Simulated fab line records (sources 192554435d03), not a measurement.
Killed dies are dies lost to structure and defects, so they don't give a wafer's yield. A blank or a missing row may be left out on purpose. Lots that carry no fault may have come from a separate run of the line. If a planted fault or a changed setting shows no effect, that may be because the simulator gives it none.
Comparing a struck lot with a sound one :: flow n5_finfet :: 35 steps out of a route of 1938
Sound: these wafers, L517.1, L517.2, L517.5. The struck wafers were L522.3, L522.4, L522.6. Last of all comes the cause.
For every step that has rows: the tool of each side, followed by ch and its chambers, followed by its first start. Under that, the readings that differ: sound wafers :: struck wafers :: difference of the means :: sigmas: that difference in standard deviations of wafers without a fault.
alike: readings whose means differ by less than 2 such deviations, and words and numbers that are the same on both sides. not compared: withheld readings, readings that some wafer has no value for, bounds like >300 that may hide the same value, and numbers for which the record gives no deviation and whose values overlap.
The two part at a step that has a row with sigmas, a row that says differs or no value, or rows on one side only. Numbers that don't overlap but have no deviation are shown without sigmas and don't part them. Lack of a reading on every wafer of one side parts them only where that side has two or more wafers.

first, 9 steps without rows for these wafers: N5_BEOL_M11_ILD_DEP_00 (deposits SiCOH lowk from DEMS/porogen, target thk 308.51 nm, time 58 s); N5_BEOL_M11_CURE_71 (cures SiCOH lowk, time 240 s); N5_BEOL_M11_PECVD_70 (deposits SiO2 from TEOS/O2, target thk 20 nm, time 22.7 s); N5_BEOL_M11_HM_DEP_02 (deposits TiN, target thk 20 nm); N5_BEOL_M11_COAT_59 (time 60 s, resist thk 100 nm); N5_BEOL_M11_COAT_60 (time 60 s, resist thk 30 nm); N5_BEOL_M11_COAT_05 (resist thk 90 nm); N5_BEOL_M11_EBR_07; N5_BEOL_M11_SOFTBAKE_06 (time 60 s).
N5_BEOL_M11_EXPOSE_08: exposes mask M11.
  sound on arfi_scanner-01 ch 0, day 10 21:46; struck on arfi_scanner-01 ch 0, day 11 15:26
reading: exposure_dose_mJ_cm2
sound: 53.62 53.65 53.63
struck: 46.44 46.40 46.39
difference: -7.22
sigmas: -99 or more
  alike: mask
then, 2 steps without rows for these wafers: N5_BEOL_M11_PEB_09 (peb time 60 s); N5_BEOL_M11_DEVELOP_10 (develop time 30 s).
N5_BEOL_M11_CD_MEAS_11: target cd 64.1 nm.
  sound on cd_sem-02 ch 0, day 10 21:53; struck on cd_sem-02 ch 0, day 11 15:34
reading: cd_nm (nm)
sound: 64.9 64.1 63.3
struck: 57.4 57.9 57.2
difference: -6.6
sigmas: -11
then, 1 step without rows for these wafers: N5_BEOL_M11_DESCUM_16 (chemistry O2, time 7.9 s).
N5_BEOL_M11_ETCH_61: etches SiARC in CF4, target depth 39 nm, time 65 s.
  sound on rie_diel-01 ch 0,1,2, day 10 22:01; struck on rie_diel-03 ch 0,1,3, day 11 15:41
reading: model.BEOL_M11.cd_offset_nm (nm)
sound: 0.4 -0.2 -0.2
struck: -7 -6.2 -6.8
difference: -7
sigmas: 
  alike: chamber_pressure_mTorr, drypump_motor_current_A, etch_rf_on_time_s, oes_product_au, rf_vpp_V, showerhead_plenum_p_Torr, throttle_valve_pct
  not compared: rf_hours_counter_h
then, 3 steps without rows for these wafers: N5_BEOL_M11_ETCH_62 (etches SOC in N2/H2, target depth 110 nm, overetch 22 nm, time 165 s); N5_BEOL_M11_STRIP_68 (strips in N2/H2); N5_BEOL_M11_STRIP_67 (strips in CF4).
N5_BEOL_M11_HM_OPEN_17: chemistry Cl2/BCl3, target TiN, target depth 20 nm, overetch 6 nm.
  sound on rie_metal-02 ch 0,1, day 10 22:14; struck on rie_metal-01 ch 1, day 11 15:59
reading: model.BEOL_M11.cd_offset_nm (nm)
sound: 0 0.2 -0.2
struck: -6.6 -6.4 -6.8
difference: -6.6
sigmas: 
  alike: chamber_pressure_mTorr, drypump_motor_current_A, mfc_cl2_sccm, oes_ar_750_au, oes_product_au, throttle_valve_pct
  not compared: rf_hours_counter_h
then, 1 step without rows for these wafers: N5_BEOL_M11_STRIP_19 (strips in O2).
N5_BEOL_M11_CD_MEAS_18: pitch 140 nm, target cd 70 nm.
  sound on cd_sem-03, day 10 22:31; struck on cd_sem-02, day 11 16:13
reading: cd_nm (nm)
sound: 69.9 70.0 69.6
struck: 63.6 63.5 63.0
difference: -6.5
sigmas: -10
then, 13 steps without rows for these wafers: N5_BEOL_M11_COAT_63 (time 60 s, resist thk 100 nm); N5_BEOL_M11_COAT_64 (time 60 s, resist thk 30 nm); N5_BEOL_M11_COAT_22 (resist thk 90 nm); N5_BEOL_M11_EBR_24; N5_BEOL_M11_SOFTBAKE_23 (time 60 s); N5_BEOL_M11_EXPOSE_25 (exposes mask V10); N5_BEOL_M11_PEB_26 (peb time 60 s); N5_BEOL_M11_DEVELOP_27 (develop time 30 s); N5_BEOL_M11_DESCUM_33 (chemistry O2, time 7.9 s); N5_BEOL_M11_ETCH_65 (etches SiARC in CF4, target depth 39 nm, time 65 s); N5_BEOL_M11_ETCH_66 (etches SOC in N2/H2, target depth 120 nm, overetch 24 nm, time 180 s); N5_BEOL_M11_STRIP_69 (strips in N2/H2); N5_BEOL_M11_VIA_ETCH_34 (etches SiCOH lowk in C4F6/O2, target depth 184.5 nm, time 69.2 s).
N5_BEOL_M15_RC_MEAS_101:
  sound on prober-02 ch 0, day 12 00:18; struck on prober-01 ch 0, day 13 03:01
reading: SERP_M11 (ohm/um)
sound: 2.98 3.08 3.02
struck: 3.58 3.52 3.65
difference: +0.56
sigmas: +7

reading: SERP_M11_max_site (ohm/um)
sound: 3.10 3.19 3.11
struck: 3.75 3.60 3.70
difference: +0.55
sigmas: +6
  alike: COMB_M10, COMB_M11, COMB_M12, COMB_M13, COMB_M14, COMB_M15, COMB_M15_max_site, COMB_M5, COMB_M6, COMB_M7, COMB_M8, COMB_M9, SERP_M10, SERP_M12, SERP_M12_max_site, SERP_M13, SERP_M14, SERP_M5, SERP_M6, SERP_M7, SERP_M8, SERP_M9

WHERE THEY PART
At N5_BEOL_M11_EXPOSE_08 first; at N5_BEOL_M15_RC_MEAS_101 last (within this record only).

WHY: what had been put in by the simulator
Process parameters drifting: arfi_scanner-01 at N5_BEOL_M11_EXPOSE_08, beginning at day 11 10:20. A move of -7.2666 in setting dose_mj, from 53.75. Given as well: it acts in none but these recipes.
